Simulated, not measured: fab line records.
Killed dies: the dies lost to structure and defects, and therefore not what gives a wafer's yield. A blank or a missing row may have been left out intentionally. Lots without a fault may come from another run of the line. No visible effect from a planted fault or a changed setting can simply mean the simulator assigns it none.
2 desks, one fault || flow n5Finfet || each desk has only its own numbers; what lay behind them comes last

== FOR THE TOOL OWNER'S DESK: rieDiel-02 ==
The tool's own readings at N5_BEOL_M0_SAQP_ETCH_73 (etches SiARC in CF4, target depth 19.5 nm, time 32.5 s): means of the sampled wafers that have a number, for each lot that ran on this tool. Marked OUT: a lot whose mean sits more than 4 standard deviations from the usual mean, which makes it out of limits; the brackets give that distance.
Columns: A = drypumpMotorCurrentA at N5_BEOL_M0_SAQP_ETCH_73, usual 5.7 A; B = etchRfOnTimeS at N5_BEOL_M0_SAQP_ETCH_73, usual 32.1 s; C = oesProductAu at N5_BEOL_M0_SAQP_ETCH_73, usual 0.69 a.u.; D = rfVppV at N5_BEOL_M0_SAQP_ETCH_73, usual 184.0 V; E = showerheadPlenumPTorr at N5_BEOL_M0_SAQP_ETCH_73, usual 2.14 Torr; F = throttleValvePct at N5_BEOL_M0_SAQP_ETCH_73, usual 15.51 %
{"lot": "L853", "first seen here": "day 6 01:53", "A": 5.6, "B": 31.3, "C": 0.74, "D": 183.7, "E": 2.08, "F": 15.26}
{"lot": "L861", "first seen here": "day 8 05:01", "A": 5.9, "B": 32.7, "C": 0.65, "D": 184.6, "E": 2.11, "F": 15.62}
{"lot": "L864", "first seen here": "day 9 02:16", "A": 5.5, "B": "28.2 (-5.2) OUT", "C": 0.77, "D": 183.4, "E": 2.08, "F": 15.39}
{"lot": "L870", "first seen here": "day 10 08:03", "A": 5.8, "B": "28.5 (-4.8) OUT", "C": 0.74, "D": 183.1, "E": 2.10, "F": 15.52}
This desk's finding: out of limits on L864, L870; first on L864, day 9 02:16 (etchRfOnTimeS at N5_BEOL_M0_SAQP_ETCH_73). L853, L861: within limits.

== METROLOGY DESK ==
What the gauges read for every lot (on any tool): the sampled wafers with a number, averaged. Marked OUT: a lot whose mean sits more than 4 standard deviations from the usual mean, which makes it out of limits; the brackets give that distance. 7 of its 11 readings are shown, namely those furthest out on some lot.
Columns: A = cdNm at N5_BEOL_M0_SAQP_CD_MEAS_29, usual 15.02 nm; B = DIBL_N at N5_BEOL_M4_RC_MEAS_101, usual 36.0 mV/V; C = DIBL_P at N5_BEOL_M4_RC_MEAS_101, usual 35.9 mV/V; D = IOFF_N at N5_BEOL_M4_RC_MEAS_101, usual 0.16 nA/um; E = IOFF_P at N5_BEOL_M4_RC_MEAS_101, usual 0.21 nA/um; F = VT_N at N5_BEOL_M4_RC_MEAS_101, usual 250 mV; G = VT_P at N5_BEOL_M4_RC_MEAS_101, usual -251 mV
{"lot": "L852", "first seen here": "day 5 21:44", "A": 15.14, "B": 36.3, "C": 36.1, "D": 0.16, "E": 0.20, "F": 251, "G": -254}
{"lot": "L853", "first seen here": "day 6 01:17", "A": 14.96, "B": 34.7, "C": 36.0, "D": 0.15, "E": 0.19, "F": 251, "G": -253}
{"lot": "L855", "first seen here": "day 6 17:28", "A": 15.36, "B": 33.1, "C": 32.1, "D": 0.11, "E": 0.15, "F": 258, "G": -255}
{"lot": "L861", "first seen here": "day 8 04:24", "A": 15.18, "B": 35.0, "C": 35.4, "D": 0.14, "E": 0.17, "F": 249, "G": -255}
{"lot": "L864", "first seen here": "day 9 01:40", "A": 15.17, "B": 35.1, "C": 33.7, "D": 0.14, "E": 0.18, "F": 250, "G": -251}
{"lot": "L870", "first seen here": "day 10 07:21", "A": 15.09, "B": 39.0, "C": 40.1, "D": 0.20, "E": 0.26, "F": 247, "G": -249}
{"lot": "L871", "first seen here": "day 10 11:46", "A": 14.90, "B": 35.7, "C": 36.3, "D": 0.16, "E": 0.21, "F": 250, "G": -252}
{"lot": "L872", "first seen here": "day 10 15:43", "A": 15.12, "B": 34.2, "C": 33.8, "D": 0.14, "E": 0.22, "F": 252, "G": -248}
{"lot": "L873", "first seen here": "day 11 04:31", "A": 15.18, "B": 36.0, "C": 38.0, "D": 0.19, "E": 0.23, "F": 245, "G": -251}
Finding of this desk: none of the 9 lots has anything out of limits.

== TAKEN TOGETHER ==
The tool owner's desk had the chance to raise an alarm at day 9 02:16 on L864, L870.
At the metrology desk, nothing out of limits was observed.
The metrology desk holds a record of L864, L870, inside its limits.
Of the lots named, all ran N5_BEOL_M0_SAQP_ETCH_73 on rieDiel-02.

== WHAT THE SIMULATOR HAD INSERTED ==
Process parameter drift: rieDiel-02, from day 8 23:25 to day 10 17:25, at N5_BEOL_M0_SAQP_ETCH_73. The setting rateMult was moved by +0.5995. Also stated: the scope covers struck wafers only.
Lots struck among those shown: L864, L870.
How many hours passed from the start of the fault until each desk's first out-of-limits reading: the tool owner's desk, 3.
